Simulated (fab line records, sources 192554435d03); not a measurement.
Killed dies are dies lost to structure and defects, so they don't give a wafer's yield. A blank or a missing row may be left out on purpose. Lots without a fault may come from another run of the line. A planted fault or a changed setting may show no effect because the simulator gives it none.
Chamber matching | flow n5_finfet | N5_BEOL_M3_DESCUM_33 on rie_diel-05: 4 sister chambers
The step chemistry O2, time 7 s. 18 wafers are shown with their chamber, then 9 later ones without.

WAFERS WITH THEIR CHAMBER
wafer  | chamber | drypump_motor_current_A (A) | throttle_valve_pct (%) | oes_product_au (a.u.)
L075.3 | 2       | 5.9                         | 20.20                  | 0.72
L075.4 | 0       | 5.3                         | 20.21                  | 0.73
L075.6 | 0       | 5.3                         | 20.21                  | 0.73
L078.1 | 1       | 5.1                         | 20.24                  | 0.85
L078.4 | 0       | 5.3                         | 20.22                  | 0.73
L078.5 | 3       | 6.3                         | 20.41                  | 0.95
L084.2 | 3       | 6.3                         | 20.41                  | 0.92
L084.5 | 2       | 5.9                         | 20.21                  | 0.72
L084.6 | 3       | 6.3                         | 20.41                  | 0.93
L083.3 | 1       | 5.1                         | 20.25                  | 0.84
L083.5 | 1       | 5.1                         | 20.25                  | 0.84
L083.6 | 2       | 5.8                         | 20.20                  | 0.72
L087.3 | 3       | 6.3                         | 20.41                  | 0.92
L087.4 | 1       | 5.1                         | 20.26                  | 0.84
L087.5 | 3       | 6.3                         | 20.41                  | 0.92
L089.1 | 1       | 5.1                         | 20.25                  | 0.83
L089.3 | 0       | 5.3                         | 20.23                  | 0.71
L089.5 | 1       | 5.1                         | 20.26                  | 0.83

SIGNATURES (means of the wafers above)
reading                 | chamber 0 | chamber 1 | chamber 2 | chamber 3 | scatter within a chamber
drypump_motor_current_A | 5.300     | 5.100     | 5.867     | 6.300     | 0.0218
throttle_valve_pct      | 20.2175   | 20.2517   | 20.2033   | 20.4100   | 0.00668
oes_product_au          | 0.7250    | 0.8383    | 0.7200    | 0.9280    | 0.0095
Rule: a wafer's distance from a chamber is the root of the sum, over the readings, of the square of ((its reading less the chamber's mean) divided by the reading's scatter). The wafer belongs to the nearest chamber; if the next one is less than 2 further off, it can't be placed. The scatter: the root of (the sum of the squares of (reading less its chamber's mean) over the shown wafers, divided by (wafers less chambers)).

WAFERS WITHOUT THEIR CHAMBER
wafer  | drypump_motor_current_A (A) | throttle_valve_pct (%) | oes_product_au (a.u.)
L093.2 | 5.3                         | 20.23                  | 0.71
L093.3 | 6.3                         | 20.44                  | 0.90
L093.6 | 5.9                         | 20.23                  | 0.71
L095.4 | 6.3                         | 20.42                  | 0.90
L095.5 | 6.3                         | 20.44                  | 0.90
L095.6 | 5.3                         | 20.23                  | 0.72
L097.2 | 5.8                         | 20.23                  | 0.71
L097.3 | 5.1                         | 20.28                  | 0.82
L097.6 | 5.9                         | 20.23                  | 0.70

WHICH CHAMBER EACH WENT THROUGH
wafer  | from the rows above | in truth
L093.2 | 0                   | 0
L093.3 | 3                   | 3
L093.6 | 2                   | 2
L095.4 | 3                   | 3
L095.5 | 3                   | 3
L095.6 | 0                   | 0
L097.2 | 2                   | 2
L097.3 | 1                   | 1
L097.6 | 2                   | 2
Placed correctly: 9 of 9. Can't be placed from these rows: 0. Placed wrongly: 0.
